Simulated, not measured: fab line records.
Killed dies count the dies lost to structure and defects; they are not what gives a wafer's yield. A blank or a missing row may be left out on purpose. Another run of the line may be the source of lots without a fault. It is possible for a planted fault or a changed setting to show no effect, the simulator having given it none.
A struck lot beside a sound one :: flow n5_finfet :: 14 steps out of a route of 1938
Sound: the wafers L782.1, L782.2, L782.6. Struck: wafer L790.2 (left out: L790.1, L790.4 of the same lot, which were not struck); the cause appears at the end.
For every step that has rows: the tool of each side, followed by ch and its chambers, followed by its first start. Under that, the readings that differ: sound wafers :: struck wafers :: difference of the means :: sigmas: that difference in standard deviations of wafers without a fault.
alike: words and numbers the same on both sides, and readings whose means are apart by under 2 such deviations; not compared: readings that were withheld, readings missing a value for some wafer, numbers with overlapping values and no deviation given by the record, and bounds like >300 which may hide the same value.
A row with sigmas, a row that says differs or no value, or rows on one side alone: a step with any of these is where the two part. Non-overlapping numbers with no deviation appear without sigmas and do not part them. Lack of a reading on every wafer of one side parts them only where that side has two or more wafers.

N5_BEOL_M10_STRIP_77: strips in N2/H2, time 10 s.
  sound on rie_diel-02 ch 1,2; struck on rie_diel-04 ch 1
reading: oes_product_au (a.u.)
sound: 0.71 0.71 0.71
struck: 0.95
difference: +0.24
sigmas: +2

reading: throttle_valve_pct (%)
sound: 23.77 24.02 23.79
struck: 23.27
difference: -0.59
sigmas: -3
  alike: bias_power_w, drypump_motor_current_A, rf_vpp_V, showerhead_plenum_p_Torr
  not compared: rf_hours_counter_h
N5_BEOL_M10_OCD_MEAS_38:
  sound on ocd-02 at day 11 18:15; struck on ocd-01 at day 14 20:17
  alike: trench_depth_nm
then, 4 steps without rows for these wafers: N5_BEOL_M10_HM_STRIP_39 (strips TiN in peroxide tin strip, target depth 25 nm, time 158 s); N5_BEOL_M10_SRD_40 (time 30 s); N5_BEOL_M10_PRECLEAN_42 (cleans in residue remover, time 60 s); N5_BEOL_M10_SRD_43 (time 30 s).
N5_BEOL_M10_CD_MEAS_35 targets a cd of 70 nm.
  sound on cd_sem-01 at day 11 18:25; struck on cd_sem-01 at day 14 20:26
  alike: cd_nm
then, 1 step without rows for these wafers: N5_BEOL_M10_CURE_72 (cures SiCOH lowk, time 120 s).
N5_BEOL_M10_DEGAS_44: time 60 s.
  sound on pvd_sputter-03 at day 11 18:50; struck on pvd_sputter-02 at day 14 20:57
  alike: heater_power_w
N5_BEOL_M10_PRE_CLEAN_45: time 30 s.
  sound on pvd_sputter-03 at day 11 18:53; struck on pvd_sputter-02 at day 14 20:59
  alike: heater_power_w
N5_BEOL_M10_ALD_74: deposits TaN, target thk 2 nm, pulse time 2 s, purge time 3 s.
  sound on ald_metal-01 ch 1,2,3, day 11 18:58; struck on ald_metal-01 ch 0, day 14 21:05
  alike: heater_power_w
N5_BEOL_M10_SURFACE_TREAT_76:
  sound on pvd_sputter-03 at day 11 19:14; struck on pvd_sputter-03 at day 14 21:44
  not compared: throttle_valve_pct
N5_BEOL_M10_CVD_75: deposits Co from CCTBA/H2, target thk 2 nm, time 138.9 s.
  sound on cvd_co-01 ch 0,1,2, day 11 19:19; struck on cvd_co-02 ch 0, day 14 21:47
reading: run_length_s (s)
sound: 162.0 161.4 160.6
struck: 214.2
difference: +52.9
sigmas: +99 or more
then, 1 step without rows for these wafers: N5_BEOL_M10_SPUTTER_48 (material Cu, target thk 12 nm, time 2 s).

== WHERE THEY PART ==
At N5_BEOL_M10_STRIP_77 first; at N5_BEOL_M10_CVD_75 last (within this record only).

WHY: what had been put in by the simulator
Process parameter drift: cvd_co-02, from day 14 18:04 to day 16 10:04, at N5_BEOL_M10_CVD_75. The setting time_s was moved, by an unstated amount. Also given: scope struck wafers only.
